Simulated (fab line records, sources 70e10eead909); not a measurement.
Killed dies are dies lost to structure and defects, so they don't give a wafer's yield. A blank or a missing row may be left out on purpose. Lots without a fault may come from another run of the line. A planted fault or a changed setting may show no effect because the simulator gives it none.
A struck lot beside a sound one | flow nand_harc | 15 steps out of a route of 1159
Sound: wafers L730.1, L730.4, L730.5. Struck: wafers L736.1, L736.4, L736.5. The cause comes at the end.
At each step with rows: each side's tool, then ch and its chambers, then its first start. Under that, the readings that differ: sound wafers | struck wafers | difference of the means | sigmas: that difference in standard deviations of wafers without a fault.
alike: readings whose means differ by less than 2 such deviations, and words and numbers that are the same on both sides. not compared: withheld readings, readings that some wafer has no value for, bounds like >300 that may hide the same value, and numbers for which the record gives no deviation and whose values overlap.
The two part at a step that has a row with sigmas, a row that says differs or no value, or rows on one side only. Numbers that don't overlap but have no deviation are shown without sigmas and don't part them. A reading that every wafer of one side lacks parts them only if that side has two wafers or more.

first, 7 steps without rows for these wafers: NHARC_P_M0_COAT_33 (time 65 s); NHARC_P_M0_COAT_03 (resist thk 90 nm); NHARC_P_M0_SOFTBAKE_04 (time 55 s); NHARC_P_M0_EBR_05; NHARC_P_M0_EXPOSE_06 (exposes mask P M0, target cd 90 nm); NHARC_P_M0_PEB_07 (peb time 65 s); NHARC_P_M0_DEVELOP_08 (develop time 35 s).
NHARC_P_M0_CD_MEAS_09: target cd 90 nm.
  sound on cd_sem-03 ch 0, day 6 13:43; struck on cd_sem-02 ch 0, day 7 15:41
  alike: cd_nm
NHARC_P_M0_OVL_MEAS_10: pitch 180 nm.
  sound on overlay-02, day 6 13:48; struck on overlay-01, day 7 15:47
  reading           | sound          | struck      | difference | sigmas
  overlay_x_nm (nm) | -1.0 -1.1 -1.0 | 0.7 1.2 1.0 | +2.0       | +3
  alike: overlay_y_nm
NHARC_P_M0_INSPECT_11:
  sound on defect_inspect-01, day 6 13:50; struck on defect_inspect-01, day 7 15:49
  alike: raw_defect_count
NHARC_P_M0_DESCUM_14: chemistry O2, time 3 s.
  sound on rie_diel-12 ch 0,1,3, day 6 13:55; struck on rie_diel-02 ch 0,1,2, day 7 15:53
  alike: drypump_motor_current_A, oes_product_au, rf_vpp_V, showerhead_plenum_p_Torr, throttle_valve_pct
  not compared: rf_hours_counter_h
NHARC_P_M0_ETCH_34: etches the open film in N2/H2, target depth 40 nm, overetch 12 nm, time 43.94 s.
  sound on rie_diel-12 ch 0,1,3, day 6 13:59; struck on rie_diel-02 ch 1,2,3, day 7 15:58
  alike: bias_w, chamber_pressure_mTorr, drypump_motor_current_A, h2_flow_sccm, n2_flow_sccm, oes_product_au, rf_fwd_power_W, rf_vpp_V, showerhead_plenum_p_Torr, throttle_valve_pct
  not compared: rf_hours_counter_h
NHARC_P_M0_ETCH_15: etches the open film in C4F8/Ar, target depth 150 nm, overetch 15 nm, time 82.5 s.
  sound on rie_diel-12 ch 1,3, day 6 14:05; struck on rie_diel-02 ch 0,1, day 7 16:03
  no value came back on the struck wafers for any of 5 readings (bias_w (W), chamber_pressure_mTorr (mTorr) and others); on the sound wafers bias_w (W) reads 300.3 299.1 298.6
  not compared: rf_hours_counter_h
NHARC_P_M0_CD_MEAS_16:
  sound on cd_sem-01, day 6 14:12; struck on cd_sem-01, day 7 16:11
  alike: cd_nm
-- the record jumps here: 14 days lie between the struck wafers' starts before and after (it left off in module P_M0 and takes up again in module END, whose first step shown is number 1159 of the route) --
NHARC_END_SORT_01:
  sound on prober-02 ch 0, day 19 14:09; struck on prober-02 ch 0, day 21 05:01
  reading                  | sound          | struck         | difference | sigmas
  defect_limited_yield (%) | 96.3 96.8 97.6 | 0 0 0          | -97        | -75
  killed_at_array          | 19 22 15       | 37 48 30       | +20        | +2
  killed_at_periphery      | 6 0 1          | 640 629 646    | +636       | +99 or more
  killed_dies              | 25 22 16       | 677 677 677    | +656       | +74
  sort_bin_2_pct (%)       | 1.0 1.0 1.0    | 95.9 94.8 96.2 | +94.6      | +99 or more
  sort_bin_4_pct (%)       | 2.2 2.2 1.2    | 4.0 4.7 3.5    | +2.2       | +2
  sort_n_pass              | 652 655 661    | 0 0 0          | -656       | -74
  sort_rim_yield_pct (%)   | 91.5 96.2 96.2 | 0 0 0          | -95        | -34
  sort_yield_pct (%)       | 96.3 96.8 97.6 | 0 0 0          | -97        | -75
  alike: killed_at_other, killed_open, killed_short, sort_bin_3_pct

WHERE THEY PART
First at NHARC_P_M0_OVL_MEAS_10; last, within this record, at NHARC_END_SORT_01.

WHY: what the simulator had put in
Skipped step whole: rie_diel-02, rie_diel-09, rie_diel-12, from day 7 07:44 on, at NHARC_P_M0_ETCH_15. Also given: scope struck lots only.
